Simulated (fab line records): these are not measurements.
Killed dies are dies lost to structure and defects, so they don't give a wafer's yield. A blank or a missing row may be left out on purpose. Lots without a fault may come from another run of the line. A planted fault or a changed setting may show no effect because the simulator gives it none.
Chamber matching	flow n5Finfet	rieDiel-05 running N5_BEOL_M11_STRIP_19: 4 sister chambers
The step strips in O2. 4 wafers are shown with their chamber, then 10 later ones without.

WAFERS, EACH WITH ITS CHAMBER
wafer	chamber	drypumpMotorCurrentA (A)
L093.2	1	5.6
L093.3	0	5.2
L093.4	2	6.2
L093.5	3	5.1

WAFERS WITHOUT THEIR CHAMBER
wafer	drypumpMotorCurrentA (A)
L093.6	5.2
L091.1	5.3
L091.2	5.6
L091.4	6.2
L090.4	5.6
L090.5	5.1
L090.6	6.2
L092.4	5.3
L092.5	5.6
L092.6	5.3

THE CHAMBER EACH PASSED THROUGH
wafer	from the rows above	in truth
L093.6	can't be placed: 0 or 3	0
L091.1	can't be placed: 0 or 3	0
L091.2	1	1
L091.4	2	2
L090.4	1	1
L090.5	can't be placed: 3 or 0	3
L090.6	2	2
L092.4	can't be placed: 0 or 3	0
L092.5	1	1
L092.6	can't be placed: 0 or 3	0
Placed correctly: 5 of 10. From these rows, 5 cannot be placed; in 5 the true chamber is one of the candidates. 0 placed wrongly.
How it was worked out, from the rows above alone: a wafer's distance from a chamber is the root of the sum, over the readings, of the square of ((its reading less the chamber's mean) divided by the reading's scatter). The wafer belongs to the nearest chamber; if the next one is less than 2 further off, it can't be placed. Each chamber's mean is taken over the wafers shown for it. The scatter (one wafer shown for each chamber): square how far every hidden wafer sits from the nearest shown wafer, average those squares and take the square root.
